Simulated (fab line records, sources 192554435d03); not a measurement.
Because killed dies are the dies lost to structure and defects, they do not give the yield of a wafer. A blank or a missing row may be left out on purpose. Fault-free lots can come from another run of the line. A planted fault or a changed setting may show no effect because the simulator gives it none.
Comparing a struck lot with a sound one -- flow n5 finfet -- 20 steps out of a route of 1938
Sound: the wafers L504.1, L504.3, L504.6. Struck: wafers L505.1, L505.2, L505.3. The cause comes at the end.
Per side, at each step with rows, come the tool, then ch with its chambers, and then its first start. Under that, the readings that differ: sound wafers -- struck wafers -- difference of the means -- sigmas: that difference in standard deviations of wafers without a fault.
alike: same words and numbers on both sides, and readings whose means sit less than 2 such deviations apart. not compared: any withheld reading, any reading some wafer has no value for, any bound like >300 that may hide the same value, and any number with overlapping values for which the record gives no deviation.
A row with sigmas, a row that says differs or no value, or rows on one side alone: a step with any of these is where the two part. Numbers that don't overlap but have no deviation are shown without sigmas and don't part them. A reading missing from all wafers of one side parts the sides only when that side holds two or more wafers.

first, 9 steps without rows for these wafers: N5_BEOL_M0_SAQP_DESCUM_45 (chemistry O2, time 7 s); N5_BEOL_M0_SAQP_ETCH_88 (etches underlayer in N2/H2, target depth 6.5 nm, time 5.2 s); N5_BEOL_M0_SAQP_ETCH_73 (etches SiARC in CF4, target depth 19.5 nm, time 32.5 s); N5_BEOL_M0_SAQP_CUT_ETCH_46 (etches SOC in N2/H2, target depth 135 nm, overetch 27 nm, time 202.5 s); N5_BEOL_M0_SAQP_STRIP_74 (strips in N2/H2); N5_BEOL_M0_SAQP_STRIP_89 (strips in N2/H2); N5_BEOL_M0_SAQP_ALD_48 (deposits SiO2, target thk 20 nm, pulse time 1 s, co reactant pulse time 1 s); N5_BEOL_M0_SAQP_ETCH_49 (etches SiO2 in CF4/O2, target depth 37 nm); N5_BEOL_M0_SAQP_STRIP_75 (strips in CF4).
N5_BEOL_M0_CUTY_COAT_50: time 60 s, resist thk 15 nm.
  sound on litho track-05 ch 0, day 6 13:58; struck on litho track-05 ch 0, day 7 13:12
reading,sound,struck,difference,sigmas
spin speed rpm (rpm),1500.0 1497.5 1500.3,708.2 709.5 710.4,-789.9,-99 or more
model.SiARC_of_BEOL_M0_CUTY_COAT_50.thk nm (nm),15 15 15,21.8 21.8 21.8,+6.8,
  alike: heater power total W
then, 7 steps without rows for these wafers: N5_BEOL_M0_CUTY_COAT_51 (resist thk 150 nm); N5_BEOL_M0_CUTY_EBR_52; N5_BEOL_M0_CUTY_SOFTBAKE_53 (time 60 s); N5_BEOL_M0_CUTY_EXPOSE_54 (exposes mask M0 ABLK); N5_BEOL_M0_CUTY_PEB_55 (peb time 60 s); N5_BEOL_M0_CUTY_DEVELOP_56 (develop time 30 s); N5_BEOL_M0_CUTY_DESCUM_61 (chemistry O2, time 7.9 s).
N5_BEOL_M0_CUTY_ETCH_62: etches SiARC in CF4, time 58.5 s.
  sound on rie diel-03 ch 1,2, day 6 14:32; struck on rie diel-04 ch 0,2,3, day 7 13:40
reading,sound,struck,difference,sigmas
etch rf on time s (s),58.3 60.1 60.4,48.5 44.9 48.1,-12.4,-6
model.CAR-ArF-block_of_BEOL_M0_CUTY_COAT_51.thk nm (nm),118.4 118.6 118.8,124 124 124.4,+6,
  alike: drypump motor current A, oes product au, rf vpp V, showerhead plenum p Torr, throttle valve pct
  not compared: rf hours counter h
then, 1 step without rows for these wafers: N5_BEOL_M0_CUTY_ETCH_63 (etches SOC in N2/H2, target depth 82.7 nm, overetch 16.5 nm, time 124 s).
-- a jump in the record: the struck wafers' starts before and after are 5 days apart (it breaks off in module BEOL_M0_CUTY and resumes in module BEOL_M4, where the first step shown is number 1111 of the route) --
N5_BEOL_M4_RC_MEAS_101:
  sound on prober-02 ch 0, day 12 16:43; struck on prober-02 ch 0, day 13 00:52
  alike: DIBL_N, DIBL_P, IOFF_N, IOFF_P, ION_N, ION_P, SS_N, SS_P, VT_N, VT_P

WHERE THEY PART
First at N5_BEOL_M0_CUTY_COAT_50; last, within this record, at N5_BEOL_M0_CUTY_ETCH_62. Later steps at which nothing parts them and some readings are alike: N5_BEOL_M4_RC_MEAS_101.

WHY: what had been put in by the simulator
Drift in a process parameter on litho track-05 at N5_BEOL_M0_CUTY_COAT_50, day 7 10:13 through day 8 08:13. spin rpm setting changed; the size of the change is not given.
